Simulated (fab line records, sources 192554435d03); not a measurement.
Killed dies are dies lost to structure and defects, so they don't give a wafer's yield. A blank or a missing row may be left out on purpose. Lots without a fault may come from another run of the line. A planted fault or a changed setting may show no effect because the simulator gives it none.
Tool commonality check | flow n5_finfet | 11 lots, 33 wafers sampled

WHY IT WAS OPENED
At N5_MIM_TOP_LITHO_INSPECT_12 the reading raw_defect_count is flagged on 3 of 11 lots. Wafers without a fault read 2.0, standard deviation 1.4.
Rule: a lot is flagged when every wafer of it that has a number lies more than 4 standard deviations from that mean, or none has a number. The other lots count as sound.

lot  | measured     | on                | raw_defect_count, wafer by wafer | flag
L843 | day 12 17:22 | defect_inspect-02 | 2 1 2                            |
L842 | day 12 17:28 | defect_inspect-02 | 3 3 3                            |
L844 | day 13 02:44 | defect_inspect-02 | 5 0 1                            |
L845 | day 13 11:55 | defect_inspect-01 | 276 259 >300                     | FLAGGED
L847 | day 13 18:02 | defect_inspect-02 | 297 295 272                      | FLAGGED
L848 | day 14 02:08 | defect_inspect-01 | 283 287 279                      | FLAGGED
L857 | day 16 22:00 | defect_inspect-02 | 1 2 4                            |
L858 | day 17 10:20 | defect_inspect-02 | 3 0 3                            |
L856 | day 17 17:11 | defect_inspect-01 | 2 2 4                            |
L860 | day 18 02:32 | defect_inspect-02 | 1 2 2                            |
L861 | day 18 15:43 | defect_inspect-02 | 1 2 2                            |
The numbers of the flagged lots are 281.0 on average: +279.0 against the usual, or +99 or more standard deviations.

WHICH TOOL RAN EACH LOT
The record holds 2 process steps before the reading, out of a route of 1938 steps. In each cell: the tool, then ch and the chambers that the sampled wafers went through, then the start.
lot  | flag    | N5_BEOL_M15_PRE_CLEAN_42     | N5_PASSIVATION_PECVD_00
L843 |         | pvd_sputter-01, day 12 08:49 | pecvd-04 ch 0,1,2, day 12 11:08
L842 |         | pvd_sputter-01, day 12 09:13 | pecvd-04 ch 0,2, day 12 11:47
L844 |         | pvd_sputter-02, day 12 20:14 | pecvd-04 ch 1,2, day 12 23:10
L845 | FLAGGED | pvd_sputter-01, day 13 07:20 | pecvd-04 ch 0,1, day 13 10:02
L847 | FLAGGED | pvd_sputter-01, day 13 14:02 | pecvd-04 ch 0,1,2, day 13 16:20
L848 | FLAGGED | pvd_sputter-03, day 13 21:23 | pecvd-04 ch 0,1, day 13 23:43
L857 |         | pvd_sputter-03, day 16 18:01 | pecvd-04 ch 0,1,2, day 16 20:31
L858 |         | pvd_sputter-02, day 17 05:10 | pecvd-04 ch 0,2, day 17 07:36
L856 |         | pvd_sputter-01, day 17 08:53 | pecvd-01 ch 0,2, day 17 11:46
L860 |         | pvd_sputter-03, day 17 19:47 | pecvd-01 ch 0,2, day 17 22:55
L861 |         | pvd_sputter-01, day 18 10:43 | pecvd-04 ch 0,2, day 18 13:02
What these steps do:
- N5_BEOL_M15_PRE_CLEAN_42: time 30 s.
- N5_PASSIVATION_PECVD_00: deposits SiO2 from SiH4/N2O, target thk 200 nm, time 11.2 s.
- N5_MIM_TOP_LITHO_INSPECT_12: inspects for defects (macro).

FLAGGED OVER TOTAL, TOOL BY TOOL (the gauges that took the reading come last)
step                        | tool              | lots run | flagged | share of the flagged lots | sound lots run after its first flagged lot
N5_BEOL_M15_PRE_CLEAN_42    | pvd_sputter-01    | 6        | 2       | some                      | 2 (L856,L861)
N5_BEOL_M15_PRE_CLEAN_42    | pvd_sputter-02    | 2        | 0       | none                      | -
N5_BEOL_M15_PRE_CLEAN_42    | pvd_sputter-03    | 3        | 1       | some                      | 2 (L857,L860)
N5_PASSIVATION_PECVD_00     | pecvd-01          | 2        | 0       | none                      | -
N5_PASSIVATION_PECVD_00     | pecvd-04          | 9        | 3       | all                       | 3 (L857,L858,L861)
N5_MIM_TOP_LITHO_INSPECT_12 | defect_inspect-01 | 3        | 2       | some                      | 1 (L856)
N5_MIM_TOP_LITHO_INSPECT_12 | defect_inspect-02 | 8        | 1       | some                      | 4 (L857,L858,L860,L861)

WHAT THE TABLE ALLOWS
1 row of the table ran every flagged lot: pecvd-04 at N5_PASSIVATION_PECVD_00.
- pecvd-04 at N5_PASSIVATION_PECVD_00: 3 of its 9 lots flagged. Sound lots ran on it after the first flagged one (L857, L858, L861), which a lasting fault on the whole tool wouldn't allow.
No row of the table ran every flagged lot and no sound lot after the first.

WHAT THE SIMULATOR HAD PUT IN
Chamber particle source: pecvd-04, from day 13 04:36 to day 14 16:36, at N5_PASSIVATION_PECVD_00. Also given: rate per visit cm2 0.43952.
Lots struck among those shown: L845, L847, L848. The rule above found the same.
